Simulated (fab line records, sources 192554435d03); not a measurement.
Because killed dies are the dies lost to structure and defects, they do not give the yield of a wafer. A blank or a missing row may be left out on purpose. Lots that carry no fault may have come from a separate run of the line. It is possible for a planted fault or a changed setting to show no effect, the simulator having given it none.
fab line records	flow n5Finfet
record: lots: 5	wafers: 13	lastDay: 20
route steps=1938 shown SD_EPI_N@269 SD_EPI_P@295 BEOL_M4@1111 PASSIVATION@1936
lots that met no fault: from a run of the same line without faults
startH: start of the lot's first displayed wafer, in hours after the record's first day	waitH: how many hours have passed since the lot's step before this one	" as in the row above	L1.1+2: several wafers, shown together as one row	- no value, or no start given	* or withheld: withheld	< > ~ a bound
route shown NAME@n: names a module that has steps shown in the file, with the first one's number in the route	usual: mean and standard deviation over wafers with no fault	same: alike in all rows	chamber/n: place in a boat	sites: the reading at each site	_std_site: their standard deviation	_edge_site: outer sites' mean less inner sites'	radiusMm: how far each site lies from the wafer's centre	mask NAME#n: copy n	behind: the most recent tool/chamber to have shaped the wafer	hold: reason for holding the lot/hours on hold/outcome of the hold	device: the transistor (n, p or np) that didn't switch	end of line: the route-end tests of the same wafers	a step given without rows: its recipe and nothing more	killed: the dies lost at the first sort to structure and to defects; this is not the yield of the wafer	map: shows each die of a wafer: x if killed, . if not, _ if none is there
set.NAME: the setting as run; set.NAME@STEP: as run at that earlier step	model.NAME: the simulator's own value behind a step, which no gauge read
lots at selected steps of the route; one table per step, one row per wafer
services: from which hour (startH, from the record's first day; less than 0 if before it) a tool's chamber was out of use, for how many hours, and why
== steps ==
step: N5_SD_EPI_N_DEVELOP_08
recipe: developTimeS: 30	developer: TMAH	resist: CAR-ArF-block	devTempC: 23	rinseLiquid: diw	dry: airSpin
step: N5_SD_EPI_N_DESCUM_14
recipe: chemistry: O2	timeS: 7.9	sourcePowerW: 50	biasPowerW: 20	pressureMtorr: 20	rfFrequencyHz: 2.712e+07	tempC: 40	resist: CAR-ArF-block	o2FlowSccm: 225
step: N5_SD_EPI_N_ETCH_34
recipe: chemistry: CF4	target: SiARC	targetDepthA: 455	maskMaterial: CAR-ArF-block	timeS: 75.8	ionEnergyEv: 80	pressureMtorr: 40	sourceW: 545	biasW: 36	Ar_flow_sccm: 100	cf4FlowSccm: 100	ends: cleared
step: N5_SD_EPI_N_ETCH_35
recipe: chemistry: N2/H2	target: SOC	overetchA: 1080	maskMaterial: SiARC	tempC: 40	ionEnergyEv: 100	sourceW: 3000	biasW: 133	pressureMtorr: 20	timeS: 486	n2FlowSccm: 200	h2FlowSccm: 200
step: N5_SD_EPI_N_STRIP_36
recipe: chemistry: N2/H2	tempC: 40	n2FlowSccm: 200	h2FlowSccm: 200	rfFrequencyHz: 6e+07
step: N5_SD_EPI_N_ETCHBACK_44
recipe: chemistry: CH3F/O2	mode: anisotropicEtchback	target: SiNx	targetDepthA: 145	stopOn: SiO2	overEtchFrac: 0.3	ionEnergyEv: 120	pressureMtorr: 30	sourceW: 395	biasW: 73	Ar_flow_sccm: 150	CH3F_flow_sccm: 30	O2_flow_sccm: 20
step: N5_SD_EPI_N_ETCH_45
recipe: chemistry: CH3F/O2	target: SiOCN	targetDepthA: 60	maskMaterial: SOC	ionEnergyEv: 60	biasW: 29	pressureMtorr: 15	sourceW: 410	Ar_flow_sccm: 150	CH3F_flow_sccm: 30	O2_flow_sccm: 20
step: N5_SD_EPI_N_ETCH_16
recipe: chemistry: CHF3/O2	target: SiO2	targetDepthA: 50	maskMaterial: SOC	pressureMtorr: 30	sourceW: 650	biasW: 170	Ar_flow_sccm: 200	CHF3_flow_sccm: 50	O2_flow_sccm: 5	ionEnergyEv: 200
step: N5_SD_EPI_N_STRIP_47
recipe: chemistry: CHF3/O2	resist: SiARC	rfFrequencyHz: 6e+07
step: N5_SD_EPI_N_SD_RECESS_17
recipe: chemistry: HBr/Cl2/O2	targetDepthA: 410	maskMaterial: SOC	timeS: 23.7	btTimeS: 3	pressureMtorr: 10	icpW: 800	biasW: 112	HBr_flow_sccm: 150	Cl2_flow_sccm: 80	O2_flow_sccm: 12
usual: HBr_flow_sccm: 150.0/0.43	drypumpMotorCurrentA: 5.5/0.43	oesProductAu: 1.006/0.019	throttleValvePct: 37.1/0.4
lot.wafer	tool	chamber	startH	waitH	HBr_flow_sccm	drypumpMotorCurrentA	oesProductAu	rfHoursCounterH	throttleValvePct	model.etch.depthNm	model.SD_EPI_N.featureDepthNm	model.Si_of_WELL_APT_EPI_41.thkNm
L490.1	rieSi-02	2	93.82	0.0	150.0	4.7	1.020	116	36.9	41.65	41.6	8.4
L490.2	"	1	"	"	150.0	5.4	0.997	32	36.4	40.88	40.8	9.4
L490.4	"	3	"	"	150.4	5.4	0.985	96	36.8	41.85	41.8	8.6
L496.3	rieSi-02	3	127.13	0.0	150.4	5.5	0.987	97	36.8	41.4	41.4	8.4
L496.4	"	1	"	"	150.3	5.4	0.997	33	36.4	46.04	46	4.2
L497.3	rieSi-02	2	133.90	0.0	150.2	4.7	1.031	117	36.9	41.81	41.8	7.6
L497.5	"	1	"	"	149.7	5.4	0.996	-	36.4	40.77	40.8	9.4
L497.6	"	0	"	"	150.5	5.6	1.011	-	37.3	47.07	47	4.4
L498.1	rieSi-02	2	140.46	0.0	150.1	4.7	1.021	117	36.9	41.47	41.4	8
L498.6	"	3	"	"	150.4	5.5	0.984	-	36.8	46.66	46.6	4.2
L501.2	rieSi-06	1	157.02	0.0	151.0	5.6	1.001	103	37.2	39.72	39.8	9.4
L501.4	"	3	"	"	149.6	5.4	0.991	85	37.1	41.6	41.6	7.4
L501.6	"	1	"	"	150.1	5.6	0.993	-	37.2	39.56	39.6	9.8
step: N5_SD_EPI_N_STRIP_38
recipe: chemistry: N2/H2	powerW: 1000	tempC: 250	h2Frac: 0.65	overashFraction: 0.3	pressureMtorr: withheld	n2FlowSccm: 1750	h2FlowSccm: 3250
step: N5_SD_EPI_N_WET_ETCH_43
recipe: chemistry: dHF	dilution: withheld	timeS: 14	target: SiO2	targetDepthA: 15	tempC: 25
step: N5_SD_EPI_N_STRIP_18
recipe: chemistry: SPM	timeS: 750	tempC: 130	h2so4H2o2VolRatio: 4
lot.wafer	tool	chamber	startH	waitH	model.Si_of_WELL_APT_EPI_41.thkNm
L490.1	wetBench-06	6	94.01	0.0	8
L490.2	"	7	"	"	9.2
L490.4	"	5	"	"	8.2
L496.3	wetBench-02	5	127.33	0.0	8
L496.4	"	4	"	"	4
L497.3	wetBench-04	4	134.20	0.0	7.2
L497.5	"	0	"	"	9.2
L497.6	"	1	"	"	4
L498.1	wetBench-04	7	140.65	0.0	7.6
L498.6	"	6	"	"	4
L501.2	wetBench-02	2	157.21	0.0	9
L501.4	"	4	"	"	7.2
L501.6	"	3	"	"	9.6
step: N5_SD_EPI_N_SRD_20
recipe: dry: ipaMarangoni	doPpb: 5	timeS: 30	tempC: 23	rinseLiquid: diw
step: N5_SD_EPI_N_PRECLEAN_48
recipe: chemistry: NF3:NH3	afsCycles: 2	tempC: 30	timeS: 20	sublimationTempC: 180	sublimationTimeS: 60	pressureTorr: 3	rfPowerW: 30
step: N5_SD_EPI_N_VAPOR_ETCH_50
recipe: chemistry: HCl	target: Si	tempC: 775	timeS: 54	pressureTorr: 20	mode: isotropic
step: N5_SD_EPI_N_EPI_21
recipe: material: Si:P	dopant: P	tempC: 680	pressureTorr: 255	timeS: 690
step: N5_SD_EPI_N_PRECLEAN_24
recipe: chemistry: O3/DIW	timeS: 60	tempC: 22	o3Ppm: 10
step: N5_SD_EPI_N_SRD_25
recipe: timeS: 30	tempC: 23	rinseLiquid: diw	dry: ipaMarangoni
step: N5_SD_EPI_N_PRECLEAN_49
recipe: chemistry: NF3:NH3	afsCycles: 1	tempC: 30	timeS: 20	sublimationTempC: 180	sublimationTimeS: 60	pressureTorr: 3	rfPowerW: 30
step: N5_SD_EPI_N_LINER_46
recipe: material: SiNx	targetThkA: 30	tempC: 400	aldPrecursorFamily: SiH2I2	aldCoReactant: N2/H2-plasma	pressureTorr: 2
step: N5_SD_EPI_P_COAT_34
recipe: resist: SOC	tempC: 250	timeS: 60	spinRpm: 1500	resistThkNm: 350
step: N5_SD_EPI_P_COAT_35
recipe: resist: SiARC	tempC: 220	timeS: 60	spinRpm: 1500	resistThkNm: 35
step: N5_SD_EPI_P_COAT_03
recipe: resist: CAR-ArF-block	spinRpm: 1500	resistThkNm: 150
step: N5_SD_EPI_P_EBR_05
recipe: solvent: PGMEA	ebrWidthMm: 1.5
step: N5_SD_EPI_P_SOFTBAKE_04
recipe: tempC: 110	timeS: 60	resist: CAR-ArF-block
step: N5_SD_EPI_P_EXPOSE_06
recipe: maskId: SD_P_BLK	na: 1.35	sourceShape: conventional	sigmaOuter: 0.8	polarization: unpolarized	targetCdNm: 240	doseMj: 39.5
step: N5_SD_EPI_P_PEB_07
recipe: pebTempC: 110	pebTimeS: 60	resist: CAR-ArF-block
step: N5_SD_EPI_P_DEVELOP_08
recipe: developTimeS: 30	developer: TMAH	resist: CAR-ArF-block	devTempC: 23	rinseLiquid: diw	dry: airSpin
step: N5_SD_EPI_P_DESCUM_14
recipe: chemistry: O2	timeS: 7.9	sourcePowerW: 50	biasPowerW: 20	pressureMtorr: 20	rfFrequencyHz: 2.712e+07	tempC: 40	resist: CAR-ArF-block	o2FlowSccm: 225
step: N5_SD_EPI_P_ETCH_36
recipe: chemistry: CF4	target: SiARC	targetDepthA: 455	maskMaterial: CAR-ArF-block	timeS: 75.8	ionEnergyEv: 80	pressureMtorr: 40	sourceW: 545	biasW: 36	Ar_flow_sccm: 100	cf4FlowSccm: 100	ends: cleared
step: N5_SD_EPI_P_ETCH_37
recipe: chemistry: N2/H2	target: SOC	overetchA: 1080	maskMaterial: SiARC	tempC: 40	ionEnergyEv: 100	sourceW: 3000	biasW: 133	pressureMtorr: 20	timeS: 486	n2FlowSccm: 200	h2FlowSccm: 200	ends: endPoint
step: N5_SD_EPI_P_STRIP_38
recipe: chemistry: N2/H2	tempC: 40	n2FlowSccm: 200	h2FlowSccm: 200	rfFrequencyHz: 6e+07
step: N5_SD_EPI_P_ETCHBACK_46
recipe: chemistry: CH3F/O2	mode: anisotropicEtchback	target: SiNx	targetDepthA: 175	stopOn: SiO2	overEtchFrac: 0.3	ionEnergyEv: 120	pressureMtorr: 30	sourceW: 395	biasW: 73	Ar_flow_sccm: 150	CH3F_flow_sccm: 30	O2_flow_sccm: 20
step: N5_BEOL_M4_RC_MEAS_101
usual: CJ_N: 4.37/0.11	DIBL_N: 36.3/1.7	DIBL_P: 36.5/2.1	IOFF_N: 0.16/0.03	IOFF_N_85C: 3.2/0.49	IOFF_P: 0.22/0.035	ION_N: 675/11	ION_P: 465/7.1	SS_N: 71.5/0.62	SS_P: 73.3/0.64	VT_N: 250/3.1	VT_P: -249.1/3
lot.wafer	tool	chamber	startH	waitH	CJ_N	DIBL_N[mV/V]	DIBL_P[mV/V]	IOFF_N[nA/um]	IOFF_N_85C[nA/um]	IOFF_P[nA/um]	ION_N[uA/um]	ION_P[uA/um]	SS_N[mV/dec]	SS_P[mV/dec]	VT_N[mV]	VT_P[mV]
L490.1	prober-02	0	201.74	0.0	4.40	36.5	34.6	0.15	3.0	0.21	683	466	72.1	72.5	251	-249.8
L490.2	"	0	"	"	4.30	36.5	35.3	0.15	3.0	0.21	673	467	72.0	73.9	250	-249.7
L490.4	"	0	"	"	4.39	37.1	35.7	0.17	3.4	0.24	672	469	72.1	73.0	248	-246.0
L496.3	prober-02	0	285.61	0.3	4.41	38.7	39.7	0.21	4.0	0.29	692	476	71.7	74.1	245	-243.7
L496.4	"	0	"	"	4.76	40.2	36.8	0.29	5.1	0.24	700	474	74.3	73.9	245	-248.7
L497.3	prober-01	0	298.24	0.3	4.40	37.5	36.6	0.19	3.6	0.22	677	461	71.8	74.0	248	-249.0
L497.5	"	0	"	"	4.29	35.0	35.4	0.15	2.9	0.21	669	462	71.4	73.5	250	-250.1
L497.6	"	0	"	"	4.78	44.4	37.4	0.75	11.4	0.25	693	464	82.5	73.6	245	-246.1
L498.1	prober-02	0	307.25	0.0	4.40	38.4	38.1	0.20	3.7	0.27	694	471	71.7	74.1	244	-243.2
L498.6	"	0	"	"	4.79	44.5	36.1	0.59	9.4	0.23	683	465	80.7	73.7	248	-246.5
L501.2	prober-02	0	330.40	0.2	4.30	36.6	36.9	0.15	3.0	0.23	671	465	71.0	73.0	251	-247.6
L501.4	"	0	"	"	4.47	38.7	39.1	0.20	3.7	0.27	684	471	72.1	74.0	246	-245.4
L501.6	"	0	"	"	4.25	36.5	37.0	0.16	3.1	0.24	667	468	71.4	73.2	246	-245.6
step: N5_PASSIVATION_PROBE_49
usual: defectLimitedYield: 91.2/1.4	killed_at_M0_to_M3: 36/10	killed_at_M4_up: 13/5.1	killedAtContacts: 12/5.4	killedAtFrontEnd: 39/11	killedAtOther: 3.5/2.4	killedDies: 104/17	killedOpen: 67/13	killedShort: 36/8.3	sort_bin_4_leakage: 0/0	sort_bin_5_function: 5.2/0.98	sort_bin_6_memory: 3.3/0.68	sortNPass: 1076/17	sortYieldPct: 91.2/1.4
same: grossDies: 1180	killedAtBackSide: 0	sort_bin_8_speed[%]: 0
lot.wafer	tool	chamber	startH	waitH	defectLimitedYield[%]	killed_at_M0_to_M3	killed_at_M4_up	killedAtContacts	killedAtFrontEnd	killedAtOther	killedDies	killedOpen	killedShort	sort_bin_4_leakage[%]	sort_bin_5_function[%]	sort_bin_6_memory[%]	sortNPass	sortYieldPct[%]
L490.1	prober-01	-	287.62	0.0	90.3	35	12	15	49	3	114	70	44	0	5.2	4.2	1066	90.3
L490.2	prober-01	-	287.67	0.1	92.4	27	15	3	42	3	90	68	22	0	4.4	3.2	1090	92.4
L490.4	prober-01	-	287.77	0.2	88.1	28	20	17	74	2	141	103	38	0	6.4	5.3	1039	88.1
L496.3	prober-02	-	410.57	1.0	90.6	35	11	17	44	4	111	76	33	0	5.9	3.1	1069	90.6
L496.4	prober-02	-	410.62	1.0	92.4	42	8	10	28	2	90	60	30	0.17	4.6	2.7	1088	92.2
L497.3	prober-01	-	422.11	0.1	89.7	55	6	17	37	7	122	78	36	0	5.8	4.0	1058	89.7
L497.5	prober-01	-	422.21	0.2	90.3	47	12	18	31	7	115	67	47	0	5.6	3.6	1065	90.3
L497.6	prober-01	-	422.26	0.3	91.5	38	8	8	44	2	100	69	28	91.19	4.7	3.6	4	0.3
L498.1	prober-02	-	428.40	0.0	91.8	36	13	13	31	4	97	57	38	0	4.8	2.8	1083	91.8
L498.6	prober-02	-	428.65	0.3	91.8	36	21	18	20	2	97	57	40	75.25	4.3	3.6	195	16.5
L501.2	prober-01	-	468.32	0.1	89.9	33	24	8	53	1	119	76	34	0	5.3	3.4	1061	89.9
L501.4	prober-01	-	468.42	0.2	90.8	33	27	12	35	2	109	74	35	0	5.3	3.6	1071	90.8
L501.6	prober-01	-	468.52	0.3	91.6	31	19	3	43	3	99	61	34	0	5.1	3.0	1081	91.6
killed by level:class
L490.1 STI_FIN_REVEAL:geometricParticle:open=15 BEOL_M0_SAQP:geometricParticle:short=11 MOL_CONTACT_COAG:geometricParticle:open=10 FIN_SAQP:geometricParticle:short=8 FIN_SAQP:geometricParticle:open=7 DUMMY_GATE:geometricParticle:open=7 BEOL_M4:geometricParticle:open=6 MOL_CONTACT_COAG:geometricParticle:short=5
L490.2 STI_FIN_REVEAL:geometricParticle:open=27 BEOL_M0_SAQP:geometricParticle:open=9 BEOL_M4:geometricParticle:open=8 BEOL_M0_SAQP:geometricParticle:short=7 STI_FIN_REVEAL:geometricParticle:short=6 BEOL_M1:geometricParticle:open=6 BEOL_M3:geometricParticle:open=4 MOL_CONTACT_COAG:geometricParticle:open=3
L490.4 STI_FIN_REVEAL:geometricParticle:open=32 MOL_CONTACT_COAG:geometricParticle:open=16 FIN_SAQP:geometricParticle:short=10 BEOL_M0_SAQP:geometricParticle:open=10 FIN_SAQP:geometricParticle:open=6 BEOL_M2:geometricParticle:open=6 DUMMY_GATE:geometricParticle:open=5 GATE_CUT:geometricParticle:short=5
L496.3 DUMMY_GATE:geometricParticle:open=13 MOL_CONTACT_COAG:geometricParticle:open=13 BEOL_M0_SAQP:geometricParticle:open=12 BEOL_M0_SAQP:geometricParticle:short=10 GATE_CUT:geometricParticle:short=6 FIN_SAQP:geometricParticle:open=5 BEOL_M2:geometricParticle:open=5 STI_FIN_REVEAL:geometricParticle:open=4
L496.4 BEOL_M0_SAQP:geometricParticle:short=14 BEOL_M0_SAQP:geometricParticle:open=13 MOL_CONTACT_COAG:geometricParticle:open=9 FIN_SAQP:geometricParticle:open=6 BEOL_M2:geometricParticle:open=5 FIN_SAQP:geometricParticle:short=5 DUMMY_GATE:geometricParticle:open=5 STI_FIN_REVEAL:geometricParticle:open=4
L497.3 BEOL_M0_SAQP:geometricParticle:short=17 MOL_CONTACT_COAG:geometricParticle:open=13 BEOL_M0_SAQP:geometricParticle:open=13 BEOL_M3:geometricParticle:open=12 BEOL_M1:geometricParticle:open=8 DUMMY_GATE:geometricParticle:open=6 BEOL_M4:geometricParticle:open=5 STI_FIN_REVEAL:geometricParticle:open=4
L497.5 BEOL_M0_SAQP:geometricParticle:short=16 MOL_CONTACT_COAG:geometricParticle:open=15 BEOL_M0_SAQP:geometricParticle:open=7 STI_FIN_REVEAL:geometricParticle:open=6 GATE_CUT:geometricParticle:short=6 STARTING-WAFER:geometricParticle:short=6 BEOL_M0:geometricParticle:open=5 BEOL_M2:geometricParticle:open=5
L497.6 FIN_SAQP:geometricParticle:open=16 BEOL_M1:geometricParticle:open=9 GATE_CUT:geometricParticle:short=8 MOL_CONTACT_COAG:geometricParticle:open=8 BEOL_M0_SAQP:geometricParticle:short=7 BEOL_M0_SAQP:geometricParticle:open=6 GATE_CUT:geometricParticle:open=4 BEOL_M0:geometricParticle:open=4
L498.1 BEOL_M0_SAQP:geometricParticle:short=20 BEOL_M0_SAQP:geometricParticle:open=12 MOL_CONTACT_COAG:geometricParticle:open=10 FIN_SAQP:geometricParticle:open=5 STI_FIN_REVEAL:geometricParticle:open=5 DUMMY_GATE:geometricParticle:open=4 BEOL_M4:geometricParticle:short=4 STARTING-WAFER:geometricParticle:open=4
L498.6 MOL_CONTACT_COAG:geometricParticle:open=15 BEOL_M0_SAQP:geometricParticle:short=12 BEOL_M0_SAQP:geometricParticle:open=7 FIN_SAQP:geometricParticle:open=6 BEOL_M4:geometricParticle:open=6 BEOL_M1:geometricParticle:open=4 BEOL_M1:geometricParticle:short=4 BEOL_M5:geometricParticle:short=4
L501.2 BEOL_M4:geometricParticle:open=17 FIN_SAQP:geometricParticle:short=10 HKMG_FIN:areaEtch=9 FIN_SAQP:geometricParticle:open=8 BEOL_M0_SAQP:geometricParticle:open=7 BEOL_M2:geometricParticle:open=7 STI_FIN_REVEAL:geometricParticle:open=6 BEOL_M0_SAQP:geometricParticle:short=6
L501.4 BEOL_M4:geometricParticle:open=19 STI_FIN_REVEAL:geometricParticle:open=10 MOL_CONTACT_COAG:geometricParticle:open=10 BEOL_M0_SAQP:geometricParticle:open=8 BEOL_M3:geometricParticle:open=6 FIN_SAQP:geometricParticle:short=5 BEOL_M2:geometricParticle:open=5 DUMMY_GATE:geometricParticle:open=5
L501.6 BEOL_M4:geometricParticle:open=12 FIN_SAQP:geometricParticle:open=11 BEOL_M0_SAQP:geometricParticle:short=8 BEOL_M0_SAQP:geometricParticle:open=7 BEOL_M2:geometricParticle:open=6 FIN_SAQP:geometricParticle:short=5 GATE_CUT:geometricParticle:short=5 BEOL_M3:geometricParticle:open=5
map L496.3 (x killed, . not)
_________________.....x......________________
______________...............x.._____________
___________.......x..........xx....__________
__________....x....................._________
________.......................x......_______
_______...x..x..........x..............______
______...........................x......_____
_____.........xx....x...........x........____
____.......x...x........x..........x......___
___...x...........x.x.....x...x.x........x.__
___.x........x..x.........x........x....x..__
__.........x.......xx........x...x.........._
__x....x.........x.x...............x.x......_
_...........................x......x....x..x.
_x....................x.......x...........x..
_.....x..................................x...
_................x...........................
_.....................xx...x.................
_x..................x......x.x.x...........xx
_.xx..........x....x.................x......x
_.........x.....x....................x.......
__...........................x........x....._
__.x........xxx............................x_
___..xx..xx.......xx...x...................__
___.......x...x..........x....x............__
____............x.........................___
_____x....x......x....x..................____
______............................xx...._____
_______...............x.......x........______
________................x............._______
__________......................x..._________
___________x.........x....x........__________
______________....x.x.x........._____________
_________________....x...xx..________________
map L497.3 (x killed, . not)
_________________..x.....x.x.________________
______________.x.....x.......x.._____________
___________........x...............__________
__________.x...xx................x.._________
________.............................._______
_______..x..x......x...................______
______...........x..x...............x..._____
_____...........x.................x......____
____....................xx...........x....___
___......x.......x.........................__
___..............x.......x...............x.__
__.x.x....xx....x...........x.......x.....x._
__........x......................x.........._
_x................x..x.x.....x..x............
_.................x..........................
_..x..........xx.........x..x.....x..x.......
_...x.x....x.xx....x........x..x.............
_.............x.....x.......x.....x.xx.......
_...............................x.x....x.x...
_..x....................x............x....x..
_....x......x.x...x......x...................
__....x.............x......xx.....x...x.x..._
__.......x..........................xx.x...._
___....x......x......x.....................__
___....................x...x..............x__
____.x....xx..x.......................x...___
_____.x......x...x..........x.x..........____
______.......x...........x.....x........_____
_______.........x.........x............______
________..................x.........x._______
__________.............x........x..x_________
___________...........x.x........x.__________
______________........xx....x..._____________
_________________...x........________________
== services ==
tool	chamber	startH	hours	kind
rieSi-06	2	71.54	1.6	repair
wetBench-04	-	78.30	7.2	repair
== key ==
firstSign: step: N5_BEOL_M4_RC_MEAS_101	reading: IOFF_N	direction: up	sigmas: 13	usual: 0.16	struck: 0.55
effect: step: N5_BEOL_M4_RC_MEAS_101	reading: SS_N	direction: up	sigmas: 12	usual: 71.5	struck: 79.2
effect: step: N5_BEOL_M4_RC_MEAS_101	reading: IOFF_N_85C	direction: up	sigmas: 11	usual: 3.2	struck: 8.6
effect: step: N5_BEOL_M4_RC_MEAS_101	reading: DIBL_N	direction: up	sigmas: 3.9	usual: 36.3	struck: 43.0
effect: step: N5_BEOL_M4_RC_MEAS_101	reading: CJ_N	direction: up	sigmas: 3.7	usual: 4.37	struck: 4.78
effect: step: N5_PASSIVATION_PROBE_49	reading: sort_bin_4_leakage	direction: up	sigmas: 99+	usual: 0	struck: 55.54
modelEffect: step: N5_SD_EPI_N_SD_RECESS_17	value: etch.depthNm	without: 41.22	struck: 46.59
modelEffect: step: N5_SD_EPI_N_STRIP_18	value: Si_of_WELL_APT_EPI_41.thkNm	without: 7.933	struck: 4
metAt N5_SD_EPI_N_SD_RECESS_17
struckWafers L496.4,L497.6,L498.6
onsetBetween 93.82 127.13
fault: kind: processParameterDrift	tool: rieSi-02	chamber: -	onsetH: 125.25	steps: N5_SD_EPI_N_SD_RECESS_17	channel: timeS	offset: *	shape: step	endH: 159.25	scope: struckWafersOnly	actsIn: *	stated: *
